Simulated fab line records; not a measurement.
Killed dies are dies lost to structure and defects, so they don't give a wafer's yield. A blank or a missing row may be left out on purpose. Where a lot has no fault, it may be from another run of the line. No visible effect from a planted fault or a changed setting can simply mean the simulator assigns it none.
Matching of chambers ; flow n5Finfet ; 4 sister chambers for N5_MIM_TOP_ALD_00 on aldHk-01
The step deposits Al2O3, purge time 3 s, co reactant pulse time 3 s. 22 wafers are shown with their chamber, then 11 later ones without.

WAFERS WITH THEIR CHAMBER
wafer;chamber;precursorPulseHeightRel
L075.2;2;1.007
L075.4;1;0.997
L075.6;0;0.990
L078.2;0;0.986
L078.3;1;0.994
L078.5;1;0.990
L076.1;1;0.977
L076.2;3;0.974
L076.5;0;1.007
L081.2;0;1.048
L081.3;1;0.984
L081.5;1;0.962
L082.1;0;0.969
L082.3;2;1.040
L082.4;3;1.020
L086.1;2;0.962
L086.3;1;1.032
L086.4;0;0.989
L085.1;3;0.982
L085.2;2;1.024
L085.3;0;0.973
L085.4;1;0.992

SIGNATURES (means of the wafers above)
reading;chamber 0;chamber 1;chamber 2;chamber 3;scatter within a chamber
precursorPulseHeightRel;0.99457;0.99100;1.00825;0.99200;0.0255
Rule: for a wafer and a chamber, the distance is found by dividing, reading by reading, the gap between the wafer's reading and the chamber's mean by the reading's scatter, squaring, summing and taking the root. The wafer belongs to the nearest chamber; if the next one is less than 2 further off, it can't be placed. The scatter: the root of (the sum of the squares of (reading less its chamber's mean) over the shown wafers, divided by (wafers less chambers)).

WAFERS WITH NO CHAMBER GIVEN
wafer;precursorPulseHeightRel
L085.5;0.982
L085.6;1.013
L088.2;0.999
L088.3;1.018
L088.5;1.015
L093.2;1.001
L093.4;0.976
L093.6;0.984
L095.2;1.000
L095.5;0.971
L095.6;1.010

THE CHAMBER EACH PASSED THROUGH
wafer;from the rows above;in truth
L085.5;can't be placed: 1 or 3 or 0 or 2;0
L085.6;can't be placed: 2 or 0 or 3 or 1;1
L088.2;can't be placed: 0 or 3 or 1 or 2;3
L088.3;can't be placed: 2 or 0 or 3 or 1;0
L088.5;can't be placed: 2 or 0 or 3 or 1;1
L093.2;can't be placed: 0 or 2 or 3 or 1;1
L093.4;can't be placed: 1 or 3 or 0 or 2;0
L093.6;can't be placed: 1 or 3 or 0 or 2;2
L095.2;can't be placed: 0 or 3 or 2 or 1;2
L095.5;can't be placed: 1 or 3 or 0 or 2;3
L095.6;can't be placed: 2 or 0 or 3 or 1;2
0 of 11 placed correctly. Can't be placed from these rows: 11 (the true chamber is among the candidates in 11). Wrongly placed: 0.
